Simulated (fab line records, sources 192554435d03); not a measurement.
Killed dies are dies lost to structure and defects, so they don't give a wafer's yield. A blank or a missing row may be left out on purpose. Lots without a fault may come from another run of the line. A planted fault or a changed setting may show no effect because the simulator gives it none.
A struck lot beside a sound one | flow n5_finfet | 30 steps out of a route of 1938
Sound: wafers L705.1, L705.2, L705.3. Struck: wafers L696.2, L696.4, L696.5. The cause comes at the end.
At each step with rows: each side's tool, then ch and its chambers, then its first start. Under that, the readings that differ: sound wafers | struck wafers | difference of the means | sigmas: that difference in standard deviations of wafers without a fault.
alike: readings whose means differ by less than 2 such deviations, and words and numbers that are the same on both sides. not compared: withheld readings, readings that some wafer has no value for, bounds like >300 that may hide the same value, and numbers for which the record gives no deviation and whose values overlap.
The two part at a step that has a row with sigmas, a row that says differs or no value, or rows on one side only. Numbers that don't overlap but have no deviation are shown without sigmas and don't part them. A reading that every wafer of one side lacks parts them only if that side has two wafers or more.

N5_BEOL_M0_SAQP_INSPECT_16: inspects for defects (brightfield).
  sound on defect_inspect-01, day 9 14:46; struck on defect_inspect-02, day 7 05:30
  alike: raw_defect_count
N5_BEOL_M0_SAQP_DESCUM_19: chemistry O2, time 7.9 s.
  sound on rie_diel-03 ch 0,1,3, day 9 14:48; struck on rie_diel-06 ch 0,1,3, day 7 05:34
  alike: drypump_motor_current_A, oes_product_au, rf_vpp_V, showerhead_plenum_p_Torr, throttle_valve_pct
  not compared: rf_hours_counter_h
then, 9 steps without rows for these wafers: N5_BEOL_M0_SAQP_ETCH_83 (etches SiARC in CF4, target depth 39 nm, time 65 s); N5_BEOL_M0_SAQP_ETCH_84 (etches SOC in N2/H2, target depth 100 nm, overetch 20 nm, time 150 s); N5_BEOL_M0_SAQP_STRIP_80 (strips in N2/H2); N5_BEOL_M0_SAQP_HM_OPEN_112 (chemistry CHF3/O2, target SiO2, stops on a-Si, target depth 12 nm, time 13.5 s); N5_BEOL_M0_SAQP_STRIP_113 (strips in CHF3/O2); N5_BEOL_M0_SAQP_MANDREL_ETCH_20 (etches a-Si in HBr/Cl2, stops on SiNx, target depth 60 nm, bt time 10 s, time 30 s); N5_BEOL_M0_SAQP_STRIP_86 (strips in N2/H2); N5_BEOL_M0_SAQP_STRIP_115 (strips in post etch residue remover, time 60 s); N5_BEOL_M0_SAQP_SRD_93 (time 30 s).
N5_BEOL_M0_SAQP_RECESS_114: chemistry HF/NH3, target SiO2, target depth 14.4 nm, afs cycles 3, sublimation time 60 s.
  sound on vapor_etch-01 ch 0,1, day 9 15:19; struck on vapor_etch-01 ch 0,1, day 7 06:11
  alike: drypump_motor_current_A, sublimation_temp_c
N5_BEOL_M0_SAQP_SPACER1_ALD_98: deposits SiO2, target thk 12.8 nm, pulse time 1 s, purge time 2 s.
  sound on ald_sin-01 ch 1,2,3, day 9 15:41; struck on ald_sin-02 ch 0,1,2, day 7 06:35
  no value came back on the struck wafers for ald_cycles, chamber_pressure_Torr (Torr), heater_power_w (W), precursor_pulse_height_rel; on the sound wafers ald_cycles reads 138 138 138
N5_BEOL_M0_SAQP_SPACER1_ETCHBACK_99: etches SiO2 in CHF3/O2, target depth 15.4 nm, time 7.7 s.
  sound on rie_diel-03 ch 0,1,2, day 9 16:10; struck on rie_diel-03 ch 0,2,3, day 7 07:03
  alike: drypump_motor_current_A, oes_o_777_au, oes_product_au, rf_vpp_V, showerhead_plenum_p_Torr, throttle_valve_pct
  not compared: rf_hours_counter_h
N5_BEOL_M0_SAQP_MANDREL1_REMOVE_100: chemistry HBr/Cl2/O2, target a-Si, stops on SiNx, bt time 10 s.
  sound on rie_si-06 ch 0,1,3, day 9 16:15; struck on rie_si-06 ch 1,2, day 7 07:08
  reading                       | sound          | struck       | difference | sigmas
  model.BEOL_M0_SAQP.cd_nm (nm) | 12.6 12.8 12.8 | 42 43.4 42.8 | +30        |
  alike: drypump_motor_current_A, oes_o_777_au, oes_product_au, throttle_valve_pct
  not compared: rf_hours_counter_h
N5_BEOL_M0_SAQP_CD_MEAS_25: target cd 13.1 nm.
  sound on cd_sem-02 ch 0, day 9 16:22; struck on cd_sem-03 ch 0, day 7 07:15
  reading    | sound             | struck | difference                    | sigmas
  cd_nm (nm) | 12.65 13.06 12.87 | - - -  | no value on the struck wafers |
then, 3 steps without rows for these wafers: N5_BEOL_M0_SAQP_ETCH_101 (etches SiNx in CH3F/O2, target depth 29.9 nm, time 42.7 s); N5_BEOL_M0_SAQP_ETCH_102 (etches SiO2 in CF4, target depth 4 nm, time 4.4 s); N5_BEOL_M0_SAQP_MANDREL_ETCH_103 (etches a-Si in HBr/Cl2, stops on SiCN, target depth 45 nm, bt time 10 s, time 27 s).
N5_BEOL_M0_SAQP_RECESS_104: chemistry HF/NH3, target SiO2, target depth 18 nm, afs cycles 3, sublimation time 60 s.
  sound on vapor_etch-01 ch 0,1, day 9 16:38; struck on vapor_etch-01 ch 1, day 7 07:31
  alike: drypump_motor_current_A, sublimation_temp_c
then, 3 steps without rows for these wafers: N5_BEOL_M0_SAQP_COAT_105 (time 60 s, resist thk 100 nm); N5_BEOL_M0_SAQP_ETCH_106 (etches SOC in N2/H2, stops on SiNx, target depth 150 nm); N5_BEOL_M0_SAQP_ETCH_107 (etches SiNx in CH3F/O2, target depth 30 nm).
N5_BEOL_M0_SAQP_STRIP_108: strips in N2/H2.
  sound on rie_diel-03 ch 1,2,3, day 9 17:11; struck on rie_diel-05 ch 1,2, day 7 08:05
  alike: drypump_motor_current_A, n2_flow_sccm, oes_product_au, rf_vpp_V, showerhead_plenum_p_Torr, throttle_valve_pct
  not compared: rf_hours_counter_h
then, 3 steps without rows for these wafers: N5_BEOL_M0_SAQP_RECESS_109 (chemistry HF/NH3, target SiO2, target depth 3 nm, afs cycles 1, sublimation time 60 s); N5_BEOL_M0_SAQP_SPACER2_ALD_26 (deposits SiO2, target thk 15 nm, pulse time 1 s, purge time 2 s); N5_BEOL_M0_SAQP_SPACER2_ETCHBACK_27 (etches SiO2 in CHF3/O2, target depth 22.5 nm, time 11.25 s).
N5_BEOL_M0_SAQP_MANDREL2_REMOVE_110: chemistry HBr/Cl2/O2, target a-Si, stops on SiCN, bt time 10 s.
  sound on rie_si-03 ch 0,1,3, day 9 18:01; struck on rie_si-06 ch 1,2, day 7 08:55
  reading                       | sound        | struck     | difference | sigmas
  model.BEOL_M0_SAQP.cd_nm (nm) | 14.8 15 14.8 | 42 44 43.4 | +28        |
  alike: drypump_motor_current_A, oes_o_777_au, oes_product_au, throttle_valve_pct
  not compared: rf_hours_counter_h
N5_BEOL_M0_SAQP_CD_MEAS_29: target cd 14.4 nm.
  sound on cd_sem-02 ch 0, day 9 18:08; struck on cd_sem-02 ch 0, day 7 09:02
  reading    | sound             | struck | difference                    | sigmas
  cd_nm (nm) | 14.60 15.00 15.02 | - - -  | no value on the struck wafers |
N5_BEOL_M4_RC_MEAS_101:
  the record has rows for the sound wafers here (prober-02 ch 0, day 12 07:58) and none for the struck ones

WHERE THEY PART
First at N5_BEOL_M0_SAQP_SPACER1_ALD_98; last, within this record, at N5_BEOL_M4_RC_MEAS_101.

WHY: what the simulator had put in
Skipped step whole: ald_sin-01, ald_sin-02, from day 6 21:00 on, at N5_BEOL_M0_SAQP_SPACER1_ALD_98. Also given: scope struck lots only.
